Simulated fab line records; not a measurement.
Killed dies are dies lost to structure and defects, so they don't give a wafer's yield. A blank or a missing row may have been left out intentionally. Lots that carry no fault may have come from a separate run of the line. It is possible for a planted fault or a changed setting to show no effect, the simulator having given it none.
Split-lot experiment :: flow n5_finfet :: 21 wafers read across 7 lots, on a route 1938 steps long

ABOUT THE SPLIT
At N5_WELL_APT_COAT_02 (resist thk 950 nm), the setting spin_rpm was moved away from the recipe's 1357 rpm on 9 of the 21 wafers read, by -8.7% to +5.0%. This setting was run at the recipe's value on the other wafers.

The split's own step is where the reading is taken.

THE READING
coat_of_WELL_APT_COAT_02.thk_nm (the simulator's own value, which no gauge read), in nm, at N5_WELL_APT_COAT_02 (resist thk 950 nm). The file gives no usual value for it. Here, 12 wafers ran the recipe; their average is 949.7 nm with a standard deviation of 2.9 nm.

wafer: L085.1
tool, chamber at the split: litho_track-01, 0
spin_rpm as run, rpm: 1357
against the recipe: recipe
coat_of_WELL_APT_COAT_02.thk_nm, nm: 952.9
against lot-mates on the recipe: -

wafer: L085.2
tool, chamber at the split: litho_track-01, 0
spin_rpm as run, rpm: 1239
against the recipe: -8.7%
coat_of_WELL_APT_COAT_02.thk_nm, nm: 995.6
against lot-mates on the recipe: +42.7

wafer: L085.6
tool, chamber at the split: litho_track-01, 0
spin_rpm as run, rpm: 1239
against the recipe: -8.7%
coat_of_WELL_APT_COAT_02.thk_nm, nm: 999
against lot-mates on the recipe: +46.1

wafer: L086.1
tool, chamber at the split: litho_track-01, 0
spin_rpm as run, rpm: 1357
against the recipe: recipe
coat_of_WELL_APT_COAT_02.thk_nm, nm: 945.9
against lot-mates on the recipe: -

wafer: L086.2
tool, chamber at the split: litho_track-01, 0
spin_rpm as run, rpm: 1357
against the recipe: recipe
coat_of_WELL_APT_COAT_02.thk_nm, nm: 945.4
against lot-mates on the recipe: -

wafer: L086.5
tool, chamber at the split: litho_track-01, 0
spin_rpm as run, rpm: 1269
against the recipe: -6.5%
coat_of_WELL_APT_COAT_02.thk_nm, nm: 977.2
against lot-mates on the recipe: +31.6

wafer: L088.1
tool, chamber at the split: litho_track-04, 0
spin_rpm as run, rpm: 1357
against the recipe: recipe
coat_of_WELL_APT_COAT_02.thk_nm, nm: 947.1
against lot-mates on the recipe: -

wafer: L088.2
tool, chamber at the split: litho_track-04, 0
spin_rpm as run, rpm: 1357
against the recipe: recipe
coat_of_WELL_APT_COAT_02.thk_nm, nm: 947.5
against lot-mates on the recipe: -

wafer: L088.3
tool, chamber at the split: litho_track-04, 0
spin_rpm as run, rpm: 1357
against the recipe: recipe
coat_of_WELL_APT_COAT_02.thk_nm, nm: 951.8
against lot-mates on the recipe: -

wafer: L090.1
tool, chamber at the split: litho_track-01, 0
spin_rpm as run, rpm: 1357
against the recipe: recipe
coat_of_WELL_APT_COAT_02.thk_nm, nm: 949.6
against lot-mates on the recipe: -

wafer: L090.2
tool, chamber at the split: litho_track-01, 0
spin_rpm as run, rpm: 1357
against the recipe: recipe
coat_of_WELL_APT_COAT_02.thk_nm, nm: 950.5
against lot-mates on the recipe: -

wafer: L090.3
tool, chamber at the split: litho_track-01, 0
spin_rpm as run, rpm: 1425
against the recipe: +5.0%
coat_of_WELL_APT_COAT_02.thk_nm, nm: 925.3
against lot-mates on the recipe: -24.8

wafer: L091.3
tool, chamber at the split: litho_track-01, 0
spin_rpm as run, rpm: 1357
against the recipe: recipe
coat_of_WELL_APT_COAT_02.thk_nm, nm: 947.6
against lot-mates on the recipe: -

wafer: L091.4
tool, chamber at the split: litho_track-01, 0
spin_rpm as run, rpm: 1255
against the recipe: -7.5%
coat_of_WELL_APT_COAT_02.thk_nm, nm: 987.9
against lot-mates on the recipe: +40.3

wafer: L091.6
tool, chamber at the split: litho_track-01, 0
spin_rpm as run, rpm: 1255
against the recipe: -7.5%
coat_of_WELL_APT_COAT_02.thk_nm, nm: 985.9
against lot-mates on the recipe: +38.3

wafer: L094.2
tool, chamber at the split: litho_track-03, 0
spin_rpm as run, rpm: 1357
against the recipe: recipe
coat_of_WELL_APT_COAT_02.thk_nm, nm: 950.7
against lot-mates on the recipe: -

wafer: L094.5
tool, chamber at the split: litho_track-03, 0
spin_rpm as run, rpm: 1275
against the recipe: -6.0%
coat_of_WELL_APT_COAT_02.thk_nm, nm: 983.2
against lot-mates on the recipe: +32.5

wafer: L094.6
tool, chamber at the split: litho_track-03, 0
spin_rpm as run, rpm: 1275
against the recipe: -6.0%
coat_of_WELL_APT_COAT_02.thk_nm, nm: 983
against lot-mates on the recipe: +32.3

wafer: L096.3
tool, chamber at the split: litho_track-01, 0
spin_rpm as run, rpm: 1357
against the recipe: recipe
coat_of_WELL_APT_COAT_02.thk_nm, nm: 953.6
against lot-mates on the recipe: -

wafer: L096.4
tool, chamber at the split: litho_track-01, 0
spin_rpm as run, rpm: 1410
against the recipe: +3.9%
coat_of_WELL_APT_COAT_02.thk_nm, nm: 932.3
against lot-mates on the recipe: -21.5

wafer: L096.5
tool, chamber at the split: litho_track-01, 0
spin_rpm as run, rpm: 1357
against the recipe: recipe
coat_of_WELL_APT_COAT_02.thk_nm, nm: 953.9
against lot-mates on the recipe: -

FIT RESULTS
A straight line over all 21 wafers: coat_of_WELL_APT_COAT_02.thk_nm changes by -5.11 nm for each +1% of spin_rpm; r = -0.99; the points scatter about the line by 3.1 nm.
The same after taking each lot's own level away (the mean of its wafers on the recipe; 21 wafers): -5.16 nm for each +1%; r = -1.00; scatter 1.3 nm.
On that fit, the largest move of spin_rpm shifts the reading by 45 nm.
The lots' own levels span 945.65 to 953.75 nm, that is 2.8 times the standard deviation above.
Hence the lot-to-lot level has little effect on the slope; both slopes agree.
Check: +45.4 nm against its lot-mates is what the line predicts for one of the wafers moved furthest among these (-8.7%) when that wafer is left out of the fit. It came out at +42.7 nm against them.

THE FILE'S OWN FIT
coat_of_WELL_APT_COAT_02.thk_nm changes by -5.14 nm for each +1% of spin_rpm, r = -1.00.
